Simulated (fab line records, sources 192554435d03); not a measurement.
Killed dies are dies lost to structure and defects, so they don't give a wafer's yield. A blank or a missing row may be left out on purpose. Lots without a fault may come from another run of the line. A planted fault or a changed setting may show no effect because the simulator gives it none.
Which tool did it? | flow n5_finfet | 24 lots, 72 wafers sampled, at 5 steps of a route of 1938

WHAT THE GAUGES READ, wafer by wafer
N5_BEOL_M13_INSPECT_55: inspects for defects (darkfield). Usual: raw_defect_count 78, standard deviation 28.
lot  | measured     | on                | raw_defect_count | flag
L074 | day 11 01:08 | defect_inspect-02 | 76 78 60         |
L075 | day 11 14:47 | defect_inspect-02 | 47 59 105        |
L076 | day 11 20:35 | defect_inspect-02 | 52 53 62         |
L077 | day 11 23:59 | defect_inspect-01 | 63 121 96        |
L078 | day 12 03:56 | defect_inspect-02 | 86 68 74         |
L079 | day 12 20:50 | defect_inspect-01 | 46 51 59         |
L084 | day 12 21:04 | defect_inspect-01 | 84 66 51         |
L080 | day 12 21:17 | defect_inspect-01 | 67 81 63         |
L081 | day 13 01:54 | defect_inspect-02 | 71 76 81         |
L082 | day 13 04:25 | defect_inspect-02 | 88 68 115        |
L083 | day 13 17:43 | defect_inspect-01 | 52 69 51         |
L086 | day 14 02:23 | defect_inspect-02 | 78 56 74         |
L085 | day 14 05:17 | defect_inspect-02 | 67 56 130        |
L088 | day 14 17:26 | defect_inspect-02 | 60 89 70         |
L087 | day 14 22:10 | defect_inspect-01 | 127 134 166      |
L089 | day 14 23:03 | defect_inspect-02 | 35 72 37         |
L090 | day 15 01:31 | defect_inspect-01 | 66 64 63         |
L092 | day 15 09:56 | defect_inspect-01 | 52 42 98         |
L095 | day 15 17:28 | defect_inspect-02 | 114 107 103      |
L093 | day 15 21:30 | defect_inspect-02 | 85 95 50         |
L094 | day 16 05:02 | defect_inspect-01 | 60 63 52         |
L096 | day 16 14:56 | defect_inspect-02 | 73 94 65         |
L097 | day 16 21:18 | defect_inspect-02 | 132 90 71        |
L091 | day 17 12:02 | defect_inspect-02 | 92 134 91        |

N5_BEOL_M14_CD_MEAS_28: target cd 284.4 nm. Usual: cd_nm 284.5 nm, standard deviation 1.4.
lot  | measured     | on        | cd_nm (nm)        | flag
L074 | day 11 02:31 | cd_sem-02 | 284.3 284.3 284.6 |
L075 | day 11 17:46 | cd_sem-02 | 285.7 285.1 284.2 |
L076 | day 11 22:17 | cd_sem-02 | 284.4 284.2 284.7 |
L077 | day 12 01:31 | cd_sem-01 | 284.9 284.9 287.1 |
L078 | day 12 05:34 | cd_sem-01 | 283.3 282.9 284.3 |
L079 | day 12 22:20 | cd_sem-02 | 283.7 283.3 283.1 |
L084 | day 12 22:42 | cd_sem-01 | 284.3 283.3 282.1 |
L080 | day 12 23:15 | cd_sem-02 | 285.9 285.5 286.2 |
L081 | day 13 03:17 | cd_sem-03 | 281.9 282.1 284.1 |
L082 | day 13 06:04 | cd_sem-03 | 286.1 286.3 285.9 |
L083 | day 13 19:27 | cd_sem-02 | 286.0 282.6 284.8 |
L086 | day 14 03:47 | cd_sem-01 | 286.2 286.6 285.3 |
L085 | day 14 06:53 | cd_sem-02 | 282.8 284.8 282.6 |
L088 | day 14 19:01 | cd_sem-01 | 284.1 281.8 283.4 |
L087 | day 14 23:47 | cd_sem-02 | 284.6 284.9 285.0 |
L089 | day 15 00:34 | cd_sem-02 | 283.5 280.9 280.9 |
L090 | day 15 02:55 | cd_sem-03 | 285.7 285.1 285.4 |
L092 | day 15 11:27 | cd_sem-01 | 284.9 285.3 284.4 |
L095 | day 15 19:09 | cd_sem-01 | 285.2 284.8 286.4 |
L093 | day 15 23:01 | cd_sem-02 | 285.1 284.5 284.6 |
L094 | day 16 06:26 | cd_sem-01 | 285.0 283.6 283.6 |
L096 | day 16 16:31 | cd_sem-03 | 283.8 284.1 282.2 |
L097 | day 16 22:56 | cd_sem-03 | 287.6 286.4 285.9 |
L091 | day 17 13:36 | cd_sem-01 | 285.5 283.8 286.1 |

N5_BEOL_M14_INSPECT_30: inspects for defects (macro). Usual: raw_defect_count 2.0, standard deviation 1.3.
lot  | measured     | on                | raw_defect_count | flag
L074 | day 11 02:34 | defect_inspect-01 | 1 4 2            |
L075 | day 11 17:49 | defect_inspect-02 | 3 0 1            |
L076 | day 11 22:20 | defect_inspect-01 | 1 2 3            |
L077 | day 12 01:34 | defect_inspect-01 | 4 3 1            |
L078 | day 12 05:37 | defect_inspect-01 | 5 2 1            |
L079 | day 12 22:23 | defect_inspect-02 | 0 1 2            |
L084 | day 12 22:46 | defect_inspect-02 | 0 2 1            |
L080 | day 12 23:18 | defect_inspect-01 | 2 3 2            |
L081 | day 13 03:20 | defect_inspect-01 | 1 1 3            |
L082 | day 13 06:08 | defect_inspect-01 | 1 1 2            |
L083 | day 13 19:31 | defect_inspect-02 | 0 2 4            |
L086 | day 14 03:50 | defect_inspect-01 | 1 3 2            |
L085 | day 14 06:56 | defect_inspect-01 | 3 0 1            |
L088 | day 14 19:04 | defect_inspect-02 | 2 1 4            |
L087 | day 14 23:51 | defect_inspect-02 | 1 3 0            |
L089 | day 15 00:37 | defect_inspect-02 | 1 2 3            |
L090 | day 15 02:58 | defect_inspect-02 | 1 4 1            |
L092 | day 15 11:30 | defect_inspect-01 | 3 3 3            |
L095 | day 15 19:13 | defect_inspect-02 | 3 3 2            |
L093 | day 15 23:04 | defect_inspect-01 | 2 2 3            |
L094 | day 16 06:29 | defect_inspect-02 | 4 4 2            |
L096 | day 16 16:34 | defect_inspect-02 | 1 3 1            |
L097 | day 16 22:59 | defect_inspect-02 | 3 1 2            |
L091 | day 17 13:40 | defect_inspect-01 | 4 1 1            |

WHICH TOOL RAN EACH LOT (tool, then ch and the chambers of the sampled wafers, then the start)
lot  | N5_BEOL_M14_VIA_ETCH_16            | N5_BEOL_M14_STRIP_63
L074 | rie_diel-01 ch 1,3, day 11 01:50   | rie_diel-01 ch 1,3, day 11 02:31 or earlier
L075 | rie_diel-01 ch 0,1, day 11 16:52   | rie_diel-01 ch 0,1, day 11 17:46 or earlier
L076 | rie_diel-06 ch 0,1, day 11 21:29   | rie_diel-06 ch 0,1, day 11 22:17 or earlier
L077 | rie_diel-02 ch 0,1,3, day 12 00:42 | rie_diel-02 ch 0,1,3, day 12 01:31 or earlier
L078 | rie_diel-02 ch 1,2,3, day 12 04:46 | rie_diel-02 ch 1,2,3, day 12 05:34 or earlier
L079 | rie_diel-02 ch 2,3, day 12 21:32   | rie_diel-02 ch 2,3, day 12 22:20 or earlier
L084 | rie_diel-06 ch 0,2, day 12 22:02   | rie_diel-06 ch 0,2, day 12 22:42 or earlier
L080 | rie_diel-06 ch 2,3, day 12 22:27   | rie_diel-06 ch 2,3, day 12 23:15 or earlier
L081 | rie_diel-06 ch 0,1,3, day 13 02:37 | rie_diel-06 ch 0,1,3, day 13 03:17 or earlier
L082 | rie_diel-01 ch 0,1,3, day 13 05:15 | rie_diel-01 ch 0,1,3, day 13 06:04 or earlier
L083 | rie_diel-02 ch 1,2, day 13 18:39   | rie_diel-02 ch 1,2, day 13 19:27 or earlier
L086 | rie_diel-06 ch 0,1, day 14 03:06   | rie_diel-06 ch 0,1, day 14 03:47 or earlier
L085 | rie_diel-06 ch 1,3, day 14 06:05   | rie_diel-06 ch 1,3, day 14 06:53 or earlier
L088 | rie_diel-01 ch 2,3, day 14 18:13   | rie_diel-01 ch 2,3, day 14 19:01 or earlier
L087 | rie_diel-01 ch 1,3, day 14 22:59   | rie_diel-01 ch 1,3, day 14 23:47 or earlier
L089 | rie_diel-02 ch 0,2,3, day 14 23:53 | rie_diel-02 ch 0,2,3, day 15 00:34 or earlier
L090 | rie_diel-01 ch 0,2,3, day 15 02:14 | rie_diel-01 ch 0,2,3, day 15 02:55 or earlier
L092 | rie_diel-01 ch 1,2,3, day 15 10:52 | rie_diel-01 ch 1,2,3, day 15 11:27 or earlier
L095 | rie_diel-06 ch 1,2, day 15 18:21   | rie_diel-06 ch 1,2, day 15 19:09 or earlier
L093 | rie_diel-02 ch 1,3, day 15 22:20   | rie_diel-02 ch 1,3, day 15 23:01 or earlier
L094 | rie_diel-01 ch 1,2,3, day 16 05:45 | rie_diel-01 ch 1,2,3, day 16 06:26 or earlier
L096 | rie_diel-02 ch 0,1,2, day 16 15:49 | rie_diel-02 ch 0,1,2, day 16 16:31 or earlier
L097 | rie_diel-02 ch 0,1, day 16 22:13   | rie_diel-02 ch 0,1, day 16 22:56 or earlier
L091 | rie_diel-02 ch 0,2, day 17 12:48   | rie_diel-02 ch 0,2, day 17 13:36 or earlier
- N5_BEOL_M14_VIA_ETCH_16: etches SiO2 in C4F8/O2/Ar, target depth 1231.3 nm.
- N5_BEOL_M14_STRIP_63: strips in O2.

WHAT THE TOOLS THEMSELVES READ (means of the sampled wafers that have a number; where no wafer has one, the mark that the record gives instead)
N5_BEOL_M14_VIA_ETCH_16. Usual: C4F8_flow_sccm 16.01 sccm, standard deviation 0.052; drypump_motor_current_A 5.8 A, standard deviation 0.45; he_inner_torr 15.00 Torr, standard deviation 0.032; oes_o_777_au 0.78 a.u., standard deviation 0.072; oes_product_au 0.71 a.u., standard deviation 0.069; rf_vpp_V 2218 V, standard deviation 16; showerhead_plenum_p_Torr 3.47 Torr, standard deviation 0.12; throttle_valve_pct 30.87 %, standard deviation 0.21.
lot  | tool        | C4F8_flow_sccm (sccm) | drypump_motor_current_A (A) | he_inner_torr (Torr) | oes_o_777_au (a.u.) | oes_product_au (a.u.) | rf_vpp_V (V) | showerhead_plenum_p_Torr (Torr) | throttle_valve_pct (%) | flag
L074 | rie_diel-01 | 16.02                 | 6.0                         | 15.04                | 0.78                | 0.70                  | 2240         | 3.58                            | 30.75                  |
L075 | rie_diel-01 | 16.05                 | 5.6                         | 14.99                | 0.73                | 0.66                  | 2211         | 3.39                            | 31.01                  |
L076 | rie_diel-06 | 15.98                 | 5.2                         | 14.98                | 0.84                | 0.77                  | 2206         | 3.36                            | 30.75                  |
L077 | rie_diel-02 | 15.98                 | 6.0                         | 14.99                | 0.77                | 0.70                  | 2219         | 3.49                            | 30.75                  |
L078 | rie_diel-02 | 15.99                 | 6.2                         | 14.99                | 0.73                | 0.65                  | 2220         | 3.47                            | 30.79                  |
L079 | rie_diel-02 | 15.98                 | 6.0                         | 15.01                | 0.75                | 0.66                  | 2229         | 3.40                            | 30.77                  |
L084 | rie_diel-06 | 15.94                 | 5.5                         | 14.99                | 0.76                | 0.68                  | 2217         | 3.47                            | 31.09                  |
L080 | rie_diel-06 | 16.00                 | 5.7                         | 15.00                | 0.72                | 0.65                  | 2214         | 3.49                            | 31.25                  |
L081 | rie_diel-06 | 16.04                 | 5.7                         | 14.97                | 0.80                | 0.73                  | 2210         | 3.37                            | 30.92                  |
L082 | rie_diel-01 | 16.02                 | 5.8                         | 15.03                | 0.74                | 0.67                  | 2225         | 3.47                            | 30.89                  |
L083 | rie_diel-02 | 16.03                 | 6.4                         | 15.01                | 0.88                | 0.79                  | 2210         | 3.53                            | 30.68                  |
L086 | rie_diel-06 | 15.99                 | 5.2                         | 14.97                | 0.82                | 0.76                  | 2205         | 3.35                            | 30.77                  |
L085 | rie_diel-06 | 16.00                 | 5.9                         | 14.97                | 0.75                | 0.69                  | 2208         | 3.40                            | 31.08                  |
L088 | rie_diel-01 | 16.00                 | 5.8                         | 15.01                | 0.80                | 0.71                  | 2222         | 3.53                            | 30.84                  |
L087 | rie_diel-01 | 15.99                 | 5.8                         | 15.01                | 0.76                | 0.69                  | 2240         | 3.57                            | 30.76                  |
L089 | rie_diel-02 | 16.03                 | 5.8                         | 14.96                | 0.77                | 0.70                  | 2227         | 3.50                            | 30.77                  |
L090 | rie_diel-01 | 16.00                 | 5.6                         | 14.97                | 0.78                | 0.70                  | 2208         | 3.44                            | 30.99                  |
L092 | rie_diel-01 | 16.02                 | 5.6                         | 15.02                | 0.80                | 0.72                  | 2224         | 3.54                            | 30.82                  |
L095 | rie_diel-06 | 15.97                 | 5.3                         | 15.00                | 0.73                | 0.65                  | 2208         | 3.46                            | 31.13                  |
L093 | rie_diel-02 | 16.04                 | 6.1                         | 15.03                | 0.77                | 0.70                  | 2218         | 3.36                            | 30.74                  |
L094 | rie_diel-01 | 15.99                 | 5.6                         | 15.01                | 0.79                | 0.71                  | 2224         | 3.54                            | 30.83                  |
L096 | rie_diel-02 | 16.02                 | 6.0                         | 14.99                | 0.82                | 0.75                  | 2217         | 3.56                            | 30.74                  |
L097 | rie_diel-02 | 16.04                 | 5.8                         | 14.97                | 0.85                | 0.77                  | 2215         | 3.58                            | 30.67                  |
L091 | rie_diel-02 | 16.01                 | 5.7                         | 14.99                | 0.80                | 0.72                  | 2225         | 3.60                            | 30.75                  |

N5_BEOL_M14_STRIP_63. Usual: drypump_motor_current_A 5.8 A, standard deviation 0.45; oes_product_au 0.78 a.u., standard deviation 0.076; rf_vpp_V 3.6 V, standard deviation 0.8; showerhead_plenum_p_Torr 2.11 Torr, standard deviation 0.081; throttle_valve_pct 16.65 %, standard deviation 0.23.
lot  | tool        | drypump_motor_current_A (A) | oes_product_au (a.u.) | rf_vpp_V (V) | showerhead_plenum_p_Torr (Torr) | throttle_valve_pct (%) | flag
L074 | rie_diel-01 | 6.0                         | 0.77                  | 3.2          | 2.19                            | 16.62                  |
L075 | rie_diel-01 | 5.6                         | 0.73                  | 3.4          | 2.05                            | 16.77                  |
L076 | rie_diel-06 | 5.2                         | 0.86                  | 2.8          | 2.03                            | 16.46                  |
L077 | rie_diel-02 | 6.0                         | 0.77                  | 4.5          | 2.13                            | 16.55                  |
L078 | rie_diel-02 | 6.2                         | 0.73                  | 2.6          | 2.12                            | 16.68                  |
L079 | rie_diel-02 | 6.0                         | 0.72                  | 3.2          | 2.06                            | 16.59                  |
L084 | rie_diel-06 | 5.5                         | 0.75                  | 3.4          | 2.12                            | 16.92                  |
L080 | rie_diel-06 | 5.8                         | 0.71                  | 4.0          | 2.13                            | 17.06                  |
L081 | rie_diel-06 | 5.7                         | 0.82                  | 4.0          | 2.05                            | 16.64                  |
L082 | rie_diel-01 | 5.8                         | 0.74                  | 4.2          | 2.12                            | 16.72                  |
L083 | rie_diel-02 | 6.4                         | 0.88                  | 3.7          | 2.16                            | 16.46                  |
L086 | rie_diel-06 | 5.2                         | 0.84                  | 3.4          | 2.03                            | 16.48                  |
L085 | rie_diel-06 | 5.9                         | 0.77                  | 3.6          | 2.06                            | 16.81                  |
L088 | rie_diel-01 | 5.8                         | 0.79                  | 4.0          | 2.16                            | 16.72                  |
L087 | rie_diel-01 | 5.8                         | 0.76                  | 3.0          | 2.18                            | 16.58                  |
L089 | rie_diel-02 | 5.8                         | 0.77                  | 4.1          | 2.14                            | 16.52                  |
L090 | rie_diel-01 | 5.7                         | 0.77                  | 3.4          | 2.09                            | 16.78                  |
L092 | rie_diel-01 | 5.6                         | 0.80                  | 3.7          | 2.16                            | 16.65                  |
L095 | rie_diel-06 | 5.3                         | 0.73                  | 3.7          | 2.11                            | 16.94                  |
L093 | rie_diel-02 | 6.1                         | 0.77                  | 3.9          | 2.04                            | 16.56                  |
L094 | rie_diel-01 | 5.6                         | 0.79                  | 3.4          | 2.16                            | 16.66                  |
L096 | rie_diel-02 | 6.0                         | 0.82                  | 4.2          | 2.18                            | 16.50                  |
L097 | rie_diel-02 | 5.8                         | 0.85                  | 4.4          | 2.19                            | 16.39                  |
L091 | rie_diel-02 | 5.7                         | 0.79                  | 3.2          | 2.20                            | 16.49                  |

THE ANSWER, worked out from the rows above alone
Rule: a lot is off if the mean of its wafers that have a number lies more than 3 standard deviations from the usual mean. A lot without any number at a reading at which 4 lots or more have one is off too. The other lots that the step has rows for count as sound. The gauges are gone through in route order, then the tools' own readings, and for those a lot's mean is taken as printed above. The first step at which some lot is off is used, and at that step the reading that is off furthest; a lot without a number counts as furthest.
No lot is off at any reading shown: from this, nothing can be told.

WHAT THE SIMULATOR HAD PUT IN
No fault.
